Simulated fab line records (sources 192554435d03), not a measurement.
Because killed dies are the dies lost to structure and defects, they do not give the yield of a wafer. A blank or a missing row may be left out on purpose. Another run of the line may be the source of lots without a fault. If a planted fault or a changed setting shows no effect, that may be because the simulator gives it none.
fab line records	flow n5_finfet	part 1 of 2: steps 1 to 3 of 6
record lots=20	wafers=60	last_day=18
route steps=1938 shown BEOL_M3@933
lots with no fault: from the same line, run without faults
start_h: hours from the record's opening day to when the first of the lot's shown wafers began	wait_h: hours since the lot's step before	" repeats the value in the row above	L1.1+2: one row covering several wafers at once	- either no value or no given start	* or withheld: withheld	< > ~ a bound
route shown NAME@n: a module of which the file shows steps, and the number in the route of the first	usual: mean/standard deviation taken from wafers without a fault	same: alike in all rows	chamber/n: place in a boat	sites: per-site readings	_std_site: standard deviation across them	_edge_site: mean of outer sites minus mean of inner sites	radius_mm: how far each site lies from the wafer's centre	mask NAME#n: copy n	behind: the tool/chamber that last shaped the wafer	hold: what put the lot on hold/how long, in hours/how the hold closed	device: transistor that didn't switch, given as n, p or np	end of line: tests run on the same wafers once the route is complete	for a step that has no rows: nothing shown but its recipe	killed: dies that structure and defects cost at the first sort, which is not the same as the wafer's yield	map: per-die view of a wafer (x killed, . not killed, _ where there is no die)
set.NAME: the setting the step ran with; set.NAME@STEP: the setting that earlier step ran with	model.NAME: the simulator's own value behind a step, which no gauge read
steps of the route over a sample of lots; a table a step, a row a wafer
services: when a tool's chamber went out of use (start_h, in hours from the record's first day, below 0 if earlier), for how many hours, and the reason
## steps
# step N5_BEOL_M3_PECVD_72
# recipe material=SiO2	target_thk_a=160	temp_c=400	precursor=TEOS/O2	pressure_torr=5.5	rf_w=450	teos_flow_sccm=53.8	gas=O2	flow_sccm=3000	time_s=18
# usual heater_power_w=722/79	rf_fwd_power_W=444.0/1.9	showerhead_plenum_p_Torr=8.77/0.074	throttle_valve_pct=22.2/1.3
lot.wafer	tool	chamber	start_h	wait_h	heater_power_w	rf_fwd_power_W	showerhead_plenum_p_Torr	throttle_valve_pct
L074.3	pecvd-01	0	169.22	0.0	695	442.4	8.75	21.2
L074.4	"	2	"	"	890	445.9	8.72	22.9
L074.5	"	0	"	"	683	443.8	8.73	21.5
L075.2	pecvd-01	1	170.45	0.0	695	444.6	8.67	24.0
L075.3	"	0	"	"	646	444.5	8.74	21.4
L075.5	"	1	"	"	701	445.7	8.67	24.0
L076.1	pecvd-04	1	173.67	0.0	784	444.8	8.89	22.3
L076.2	"	0	"	"	817	444.9	8.78	23.1
L076.4	"	2	"	"	722	444.7	8.83	19.3
L077.4	pecvd-03	1	176.76	0.1	624	444.3	8.86	22.9
L077.5	"	0	"	"	625	439.9	8.81	22.8
L077.6	"	2	"	"	702	442.7	8.80	21.2
L079.2	pecvd-01	2	181.68	0.0	814	445.7	8.72	22.5
L079.3	"	1	"	"	593	441.4	8.65	24.0
L079.4	"	2	"	"	798	446.8	8.71	22.9
L081.2	pecvd-01	1	185.57	0.0	611	441.3	8.66	24.1
L081.5	"	0	"	"	698	444.2	8.79	21.5
L081.6	"	1	"	"	599	441.8	8.66	24.3
L082.1	pecvd-01	2	187.63	0.0	870	445.3	8.73	22.9
L082.2	"	0	"	"	739	444.1	8.76	21.2
L082.6	"	0	"	"	755	444.2	8.75	21.6
L083.4	pecvd-04	1	194.49	0.1	805	444.2	8.90	22.1
L083.5	"	0	"	"	793	447.1	8.76	23.6
L083.6	"	2	"	"	615	443.9	8.80	19.6
L085.1	pecvd-01	1	226.97	0.0	611	442.9	8.67	24.0
L085.4	"	1	"	"	619	441.5	8.66	24.3
L085.5	"	0	"	"	723	443.9	8.76	21.5
L084.2	pecvd-03	0	230.75	0.0	648	444.8	8.85	23.2
L084.4	"	0	"	"	644	444.0	8.82	22.9
L084.6	"	2	"	"	825	443.4	8.77	21.1
L086.1	pecvd-03	1	233.62	0.0	730	444.5	8.90	22.7
L086.4	"	1	"	"	740	444.2	8.89	22.7
L086.6	"	2	"	"	757	441.3	8.76	21.3
L087.1	pecvd-04	2	236.74	0.0	674	442.7	8.81	19.9
L087.2	"	0	"	"	790	444.2	8.76	23.2
L087.3	"	1	"	"	796	444.4	8.88	22.3
L089.4	pecvd-04	1	239.08	0.1	689	443.1	8.88	22.4
L089.5	"	0	"	"	862	448.2	8.81	23.0
L089.6	"	2	"	"	632	444.2	8.81	19.9
L091.1	pecvd-03	2	245.08	0.0	676	441.1	8.77	21.6
L091.3	"	1	"	"	649	445.4	8.88	22.8
L091.6	"	1	"	"	642	445.4	8.88	22.6
L090.1	pecvd-01	2	245.25	0.0	792	445.3	8.69	21.1
L090.2	"	0	"	"	768	447.1	8.77	21.4
L090.3	"	1	"	"	674	442.5	8.66	24.3
L093.1	pecvd-04	0	253.86	0.0	740	445.1	8.77	23.0
L093.4	"	0	"	"	757	446.2	8.77	23.3
L093.6	"	1	"	"	774	445.6	8.87	22.3
L092.1	pecvd-01	1	254.03	0.0	628	443.5	8.67	24.2
L092.4	"	0	"	"	717	444.2	8.76	21.5
L092.5	"	1	"	"	605	442.2	8.66	24.1
L095.2	pecvd-01	2	286.17	0.0	780	446.3	8.70	21.3
L095.4	"	0	"	"	674	443.8	8.75	21.4
L095.5	"	2	"	"	778	447.8	8.71	21.2
L097.2	pecvd-01	0	290.22	0.0	811	444.6	8.78	21.4
L097.3	"	1	"	"	704	443.4	8.67	24.1
L097.5	"	1	"	"	684	443.6	8.66	24.1
L096.3	pecvd-04	2	300.04	0.0	667	442.1	8.81	19.9
L096.4	"	2	"	"	632	443.2	8.83	19.8
L096.6	"	1	"	"	727	443.8	8.87	22.3
# step N5_BEOL_M3_DESCUM_16
# recipe chemistry=O2	time_s=7	source_power_w=50	bias_power_w=20	pressure_mtorr=20	rf_frequency_hz=2.712e+07	temp_c=40	resist=CAR-EUV	o2_flow_sccm=225
# usual drypump_motor_current_A=5.7/0.43	oes_product_au=0.83/0.094	rf_fwd_power_W=49.27/0.24	rf_vpp_V=242.7/1.4	showerhead_plenum_p_Torr=2.06/0.079	temp_c=39.99/0.11	throttle_valve_pct=20.42/0.22
lot.wafer	tool	chamber	start_h	wait_h	drypump_motor_current_A	oes_product_au	rf_fwd_power_W	rf_hours_counter_h	rf_vpp_V	showerhead_plenum_p_Torr	temp_c	throttle_valve_pct
L074.3	rie_diel-02	1	172.03	0.0	5.2	0.93	48.64	22	242.9	2.05	39.94	20.06
L074.4	"	2	"	"	5.7	0.68	49.34	222	242.1	2.05	40.18	20.22
L074.5	"	0	"	"	5.0	0.78	49.16	-	241.3	1.93	40.04	20.53
L075.2	rie_diel-03	2	172.17	0.1	5.7	0.86	49.25	55	243.6	2.12	40.10	20.37
L075.3	"	0	"	"	5.4	0.72	49.79	184	243.3	2.10	40.16	21.00
L075.5	"	2	"	"	5.7	0.86	49.50	-	241.8	2.12	40.05	20.36
L076.1	rie_diel-04	0	174.96	0.0	6.4	0.78	49.59	112	240.5	1.94	40.08	20.55
L076.2	"	3	"	"	6.0	0.99	49.25	4	241.7	2.06	39.93	20.33
L076.4	"	1	"	"	6.2	0.80	49.13	-	243.7	2.09	39.94	20.20
L077.4	rie_diel-04	1	178.74	0.0	6.2	0.80	49.31	-	243.9	2.09	39.94	20.21
L077.5	"	3	"	"	6.0	0.96	49.33	-	241.5	2.06	39.85	20.34
L077.6	"	0	"	"	6.4	0.78	49.48	-	240.9	1.94	39.95	20.53
L079.2	rie_diel-02	3	184.37	0.5	5.5	0.73	49.51	162	241.9	2.10	40.11	20.53
L079.3	"	1	"	"	5.2	0.91	48.97	26	241.9	2.05	39.93	20.05
L079.4	"	0	"	"	5.0	0.78	49.11	148	240.0	1.93	39.96	20.57
L081.2	rie_diel-04	2	187.22	0.0	5.5	1.01	49.58	1	243.1	2.17	39.85	20.47
L081.5	"	1	"	"	6.2	0.79	49.21	-	243.9	2.09	39.86	20.23
L081.6	"	2	"	"	5.5	1.00	49.19	-	243.6	2.17	39.91	20.47
L082.1	rie_diel-04	3	188.22	0.0	6.0	0.95	49.41	10	243.3	2.06	39.98	20.34
L082.2	"	1	"	"	6.2	0.79	49.13	103	244.0	2.09	39.82	20.22
L082.6	"	2	"	"	5.5	1.00	49.54	-	243.6	2.17	39.92	20.47
L083.4	rie_diel-04	3	195.43	0.1	6.0	0.93	49.23	12	240.9	2.06	40.02	20.34
L083.5	"	2	"	"	5.5	0.98	49.27	-	243.4	2.17	39.88	20.47
L083.6	"	3	"	"	6.0	0.95	49.57	-	242.9	2.06	39.93	20.36
L085.1	rie_diel-04	1	229.71	0.0	6.2	0.79	49.39	115	242.5	2.08	39.92	20.23
L085.4	"	2	"	"	5.5	0.95	49.83	13	243.5	2.17	40.06	20.50
L085.5	"	3	"	"	6.0	0.92	49.35	-	242.8	2.05	39.93	20.36
L084.2	rie_diel-03	3	232.76	0.2	6.3	0.80	49.19	119	244.8	2.19	40.07	20.48
L084.4	"	1	"	"	5.8	0.93	48.93	17	243.9	2.14	39.87	20.26
L084.6	"	2	"	"	5.7	0.83	49.35	-	242.2	2.11	40.28	20.38
L086.1	rie_diel-02	3	234.44	0.3	5.4	0.71	49.20	178	242.8	2.09	39.93	20.54
L086.4	"	1	"	"	5.2	0.90	48.93	37	241.9	2.05	40.01	20.07
L086.6	"	0	"	"	5.0	0.77	48.93	-	239.7	1.92	39.93	20.58
L087.1	rie_diel-03	1	238.10	0.0	5.8	0.92	49.06	19	243.7	2.14	39.95	20.28
L087.2	"	3	"	"	6.2	0.79	48.97	121	244.3	2.19	40.17	20.48
L087.3	"	2	"	"	5.7	0.82	49.36	74	244.5	2.11	39.91	20.40
L089.4	rie_diel-02	1	241.36	0.0	5.2	0.88	48.89	40	242.6	2.05	40.02	20.07
L089.5	"	3	"	"	5.5	0.71	49.31	-	242.2	2.09	39.87	20.55
L089.6	"	0	"	"	5.0	0.77	49.05	-	241.4	1.92	40.12	20.59
L091.1	rie_diel-02	1	247.16	0.3	5.2	0.87	49.15	41	242.5	2.05	40.14	20.09
L091.3	"	2	"	"	5.8	0.67	49.31	245	243.6	2.04	39.83	20.23
L091.6	"	3	"	"	5.5	0.71	49.01	-	243.0	2.09	40.02	20.54
L090.1	rie_diel-04	3	247.32	0.0	6.0	0.92	49.24	26	241.2	2.05	40.01	20.37
L090.2	"	2	"	"	5.5	0.93	49.11	18	243.2	2.17	39.85	20.50
L090.3	"	1	"	"	6.2	0.79	49.00	119	243.6	2.08	39.96	20.23
L093.1	rie_diel-03	0	255.88	0.4	5.4	0.70	49.72	206	242.8	2.10	40.08	21.02
L093.4	"	3	"	"	6.3	0.79	49.21	125	244.3	2.19	40.05	20.48
L093.6	"	2	"	"	5.7	0.82	49.38	-	243.1	2.11	39.95	20.41
L092.1	rie_diel-04	1	256.14	0.4	6.2	0.78	49.13	121	244.2	2.08	40.00	20.24
L092.4	"	2	"	"	5.5	0.93	49.39	19	241.9	2.16	39.87	20.50
L092.5	"	3	"	"	6.0	0.90	49.01	-	242.3	2.05	40.13	20.38
L095.2	rie_diel-03	0	289.06	0.0	5.4	0.70	49.70	214	243.1	2.09	40.04	21.04
L095.4	"	1	"	"	5.8	0.91	49.06	31	244.0	2.13	40.11	20.30
L095.5	"	1	"	"	5.8	0.90	49.20	-	246.1	2.13	39.85	20.28
L097.2	rie_diel-02	3	293.22	0.1	5.4	0.70	49.33	196	242.0	2.09	39.99	20.56
L097.3	"	0	"	"	5.0	0.75	48.98	183	240.4	1.92	39.98	20.61
L097.5	"	2	"	"	5.8	1.00	49.78	-	243.8	2.04	40.03	19.99
L096.3	rie_diel-03	1	302.02	0.0	5.8	0.89	49.05	35	243.7	2.13	40.21	20.30
L096.4	"	3	"	"	6.3	0.78	48.88	138	244.4	2.18	39.97	20.49
L096.6	"	1	"	"	5.8	0.89	48.90	-	244.9	2.13	40.19	20.30
# step N5_BEOL_M3_STRIP_66
# recipe chemistry=CF4	resist=SiARC	power_w=300	bias_power_w=75	pressure_mtorr=50	cf4_flow_sccm=150	rf_frequency_hz=6e+07
# usual drypump_motor_current_A=5.7/0.43	oes_product_au=0.81/0.083	rf_fwd_power_W=292.7/0.86	rf_vpp_V=270.7/1.7	showerhead_plenum_p_Torr=1.77/0.062	throttle_valve_pct=13.54/0.22
lot.wafer	tool	chamber	start_h	wait_h	drypump_motor_current_A	oes_product_au	rf_fwd_power_W	rf_hours_counter_h	rf_vpp_V	showerhead_plenum_p_Torr	throttle_valve_pct
L074.3	rie_diel-02	1	172.24	0.0	5.2	0.88	292.2	22	269.3	1.75	13.10
L074.4	"	2	"	"	5.7	0.68	292.2	222	271.0	1.77	13.60
L074.5	"	0	"	"	5.0	0.77	293.4	-	267.3	1.66	13.67
L075.2	rie_diel-03	2	172.38	0.0	5.7	0.84	293.6	55	273.2	1.82	13.54
L075.3	"	0	"	"	5.4	0.72	293.8	184	270.9	1.80	14.04
L075.5	"	2	"	"	5.7	0.85	293.8	-	271.6	1.82	13.53
L076.1	rie_diel-04	0	175.17	0.0	6.4	0.78	292.3	112	267.6	1.68	13.69
L076.2	"	3	"	"	6.0	0.95	292.6	4	271.2	1.76	13.31
L076.4	"	1	"	"	6.2	0.79	293.4	-	272.4	1.81	13.51
L077.4	rie_diel-04	1	178.94	0.0	6.2	0.78	291.3	-	272.3	1.81	13.51
L077.5	"	3	"	"	6.0	0.95	292.7	-	272.5	1.76	13.31
L077.6	"	0	"	"	6.3	0.78	291.6	-	267.9	1.68	13.71
L079.2	rie_diel-02	3	184.58	0.0	5.4	0.73	292.9	162	271.4	1.79	13.65
L079.3	"	1	"	"	5.2	0.88	291.3	26	270.8	1.75	13.13
L079.4	"	0	"	"	5.0	0.77	290.9	148	269.0	1.66	13.69
L081.2	rie_diel-04	2	187.43	0.0	5.5	0.97	293.2	1	271.7	1.85	13.40
L081.5	"	1	"	"	6.2	0.78	294.5	-	271.7	1.81	13.51
L081.6	"	2	"	"	5.5	0.97	294.0	-	270.8	1.85	13.40
L082.1	rie_diel-04	3	188.43	0.0	6.0	0.92	292.9	10	270.0	1.76	13.34
L082.2	"	1	"	"	6.2	0.78	293.2	103	270.8	1.81	13.51
L082.6	"	2	"	"	5.5	0.97	292.7	-	272.7	1.85	13.41
L083.4	rie_diel-04	3	195.63	0.0	6.0	0.93	292.4	12	270.7	1.75	13.34
L083.5	"	2	"	"	5.5	0.95	291.5	-	270.7	1.85	13.40
L083.6	"	3	"	"	6.0	0.92	293.9	-	272.2	1.76	13.34
L085.1	rie_diel-04	1	229.91	0.0	6.2	0.77	292.8	115	269.5	1.81	13.54
L085.4	"	2	"	"	5.5	0.91	293.4	13	273.6	1.85	13.43
L085.5	"	3	"	"	6.0	0.90	292.8	-	272.2	1.75	13.36
L084.2	rie_diel-03	3	232.96	0.0	6.3	0.79	292.7	119	271.7	1.87	13.64
L084.4	"	1	"	"	5.8	0.90	292.3	17	274.4	1.82	13.30
L084.6	"	2	"	"	5.7	0.82	293.4	-	272.1	1.81	13.58
L086.1	rie_diel-02	3	234.65	0.0	5.5	0.71	292.8	178	270.4	1.79	13.69
L086.4	"	1	"	"	5.2	0.86	292.0	37	270.6	1.75	13.16
L086.6	"	0	"	"	5.0	0.75	291.6	-	268.0	1.66	13.73
L087.1	rie_diel-03	1	238.30	0.0	5.8	0.90	291.9	19	271.3	1.82	13.31
L087.2	"	3	"	"	6.2	0.79	292.9	121	271.8	1.87	13.65
L087.3	"	2	"	"	5.7	0.82	293.2	74	271.4	1.81	13.57
L089.4	rie_diel-02	1	241.57	0.0	5.2	0.85	292.3	40	271.5	1.75	13.16
L089.5	"	3	"	"	5.4	0.71	292.4	-	270.7	1.79	13.69
L089.6	"	0	"	"	5.0	0.75	293.4	-	266.2	1.65	13.73
L091.1	rie_diel-02	1	247.37	0.0	5.2	0.85	292.8	41	270.1	1.75	13.18
L091.3	"	2	"	"	5.7	0.67	292.7	246	271.0	1.77	13.66
L091.6	"	3	"	"	5.5	0.71	293.5	-	271.5	1.79	13.71
L090.1	rie_diel-04	3	247.52	0.0	6.1	0.90	294.0	26	269.6	1.75	13.36
L090.2	"	2	"	"	5.5	0.90	293.2	18	270.4	1.84	13.44
L090.3	"	1	"	"	6.2	0.77	291.6	119	271.8	1.80	13.54
L093.1	rie_diel-03	0	256.09	0.0	5.4	0.70	292.1	206	271.5	1.79	14.08
L093.4	"	3	"	"	6.3	0.78	293.3	125	272.6	1.87	13.67
L093.6	"	2	"	"	5.7	0.81	293.3	-	270.7	1.81	13.59
L092.1	rie_diel-04	1	256.35	0.0	6.2	0.77	293.7	121	271.7	1.80	13.56
L092.4	"	2	"	"	5.5	0.91	290.7	19	271.9	1.84	13.45
L092.5	"	3	"	"	6.1	0.88	293.8	-	271.5	1.75	13.36
L095.2	rie_diel-03	0	289.27	0.0	5.4	0.70	291.8	214	270.7	1.79	14.10
L095.4	"	1	"	"	5.8	0.87	294.2	31	272.4	1.82	13.33
L095.5	"	1	"	"	5.8	0.87	292.8	-	272.0	1.82	13.34
L097.2	rie_diel-02	3	293.43	0.0	5.4	0.70	291.9	196	272.6	1.78	13.73
L097.3	"	0	"	"	5.0	0.74	293.4	183	269.3	1.65	13.75
L097.5	"	2	"	"	5.8	0.97	291.4	-	270.4	1.76	13.13
L096.3	rie_diel-03	1	302.23	0.0	5.8	0.87	294.2	35	272.4	1.82	13.34
L096.4	"	3	"	"	6.3	0.78	291.6	138	273.1	1.86	13.68
L096.6	"	1	"	"	5.8	0.86	293.5	-	273.5	1.82	13.36
